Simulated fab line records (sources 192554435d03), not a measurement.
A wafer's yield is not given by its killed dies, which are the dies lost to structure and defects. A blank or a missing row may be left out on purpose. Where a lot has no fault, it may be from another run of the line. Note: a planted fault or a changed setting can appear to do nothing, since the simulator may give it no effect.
Chamber matching :: flow n5Finfet :: N5_FIN_SAQP_ETCH_52 on rieDiel-01 has 4 sister chambers
The step etches SOC in N2/H2, target depth 100 nm, overetch 20 nm, time 150 s. 16 wafers are shown with their chamber, then 7 later ones without.

== WAFERS PAIRED WITH THEIR CHAMBERS ==
wafer: L198.2
chamber: 2
showerheadPlenumPTorr (Torr): 2.58
rfVppV (V): 525.9
throttleValvePct (%): 17.47

wafer: L198.3
chamber: 0
showerheadPlenumPTorr (Torr): 2.48
rfVppV (V): 523.4
throttleValvePct (%): 18.00

wafer: L198.4
chamber: 1
showerheadPlenumPTorr (Torr): 2.56
rfVppV (V): 524.5
throttleValvePct (%): 17.80

wafer: L199.2
chamber: 1
showerheadPlenumPTorr (Torr): 2.56
rfVppV (V): 524.4
throttleValvePct (%): 17.81

wafer: L199.3
chamber: 0
showerheadPlenumPTorr (Torr): 2.48
rfVppV (V): 521.5
throttleValvePct (%): 17.99

wafer: L199.4
chamber: 3
showerheadPlenumPTorr (Torr): 2.66
rfVppV (V): 526.6
throttleValvePct (%): 17.92

wafer: L200.2
chamber: 2
showerheadPlenumPTorr (Torr): 2.58
rfVppV (V): 526.8
throttleValvePct (%): 17.48

wafer: L200.3
chamber: 1
showerheadPlenumPTorr (Torr): 2.56
rfVppV (V): 523.9
throttleValvePct (%): 17.80

wafer: L200.6
chamber: 1
showerheadPlenumPTorr (Torr): 2.56
rfVppV (V): 524.5
throttleValvePct (%): 17.81

wafer: L202.4
chamber: 3
showerheadPlenumPTorr (Torr): 2.65
rfVppV (V): 527.2
throttleValvePct (%): 17.92

wafer: L202.6
chamber: 2
showerheadPlenumPTorr (Torr): 2.58
rfVppV (V): 525.8
throttleValvePct (%): 17.49

wafer: L215.1
chamber: 2
showerheadPlenumPTorr (Torr): 2.57
rfVppV (V): 524.6
throttleValvePct (%): 17.52

wafer: L215.5
chamber: 3
showerheadPlenumPTorr (Torr): 2.64
rfVppV (V): 526.4
throttleValvePct (%): 17.97

wafer: L215.6
chamber: 2
showerheadPlenumPTorr (Torr): 2.57
rfVppV (V): 525.9
throttleValvePct (%): 17.54

wafer: L216.1
chamber: 0
showerheadPlenumPTorr (Torr): 2.47
rfVppV (V): 522.3
throttleValvePct (%): 17.51

wafer: L216.2
chamber: 2
showerheadPlenumPTorr (Torr): 2.57
rfVppV (V): 525.0
throttleValvePct (%): 17.54

SIGNATURES, as means of the wafers listed above
reading: showerheadPlenumPTorr
chamber 0: 2.4767
chamber 1: 2.5600
chamber 2: 2.5750
chamber 3: 2.6500
scatter within a chamber: 0.00589

reading: rfVppV
chamber 0: 522.400
chamber 1: 524.325
chamber 2: 525.667
chamber 3: 526.733
scatter within a chamber: 0.671

reading: throttleValvePct
chamber 0: 17.8333
chamber 1: 17.8050
chamber 2: 17.5067
chamber 3: 17.9367
scatter within a chamber: 0.117
Rule: a wafer lies at a distance from a chamber equal to the root of the sum of squares, over the readings, of (its reading less the chamber's mean, divided by the reading's scatter). If the next closest chamber is less than 2 further off than the closest, the wafer can't be placed; otherwise it belongs to the closest. How the scatter is found: for the shown wafers, subtract from each reading the mean of its chamber, square and add these, divide the total by (wafers less chambers), then take the root.

== WAFERS WITH NO CHAMBER GIVEN ==
wafer: L216.5
showerheadPlenumPTorr (Torr): 2.54
rfVppV (V): 524.1
throttleValvePct (%): 17.86

wafer: L217.2
showerheadPlenumPTorr (Torr): 2.54
rfVppV (V): 524.0
throttleValvePct (%): 17.88

wafer: L217.4
showerheadPlenumPTorr (Torr): 2.57
rfVppV (V): 524.2
throttleValvePct (%): 17.54

wafer: L217.6
showerheadPlenumPTorr (Torr): 2.57
rfVppV (V): 522.5
throttleValvePct (%): 17.53

wafer: L218.3
showerheadPlenumPTorr (Torr): 2.64
rfVppV (V): 526.6
throttleValvePct (%): 17.98

wafer: L218.5
showerheadPlenumPTorr (Torr): 2.54
rfVppV (V): 523.5
throttleValvePct (%): 17.89

wafer: L218.6
showerheadPlenumPTorr (Torr): 2.47
rfVppV (V): 522.1
throttleValvePct (%): 17.51

== WHICH CHAMBER EACH ONE RAN IN ==
wafer: L216.5
from the rows above: 1
in truth: 1

wafer: L217.2
from the rows above: 1
in truth: 1

wafer: L217.4
from the rows above: can't be placed: 2 or 1
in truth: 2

wafer: L217.6
from the rows above: can't be placed: 1 or 2
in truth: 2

wafer: L218.3
from the rows above: 3
in truth: 3

wafer: L218.5
from the rows above: 1
in truth: 1

wafer: L218.6
from the rows above: 0
in truth: 0
Correct placement for 5 of the 7. Unplaceable from these rows: 2, with the true chamber sitting among the candidates in 2. Wrongly placed: 0.
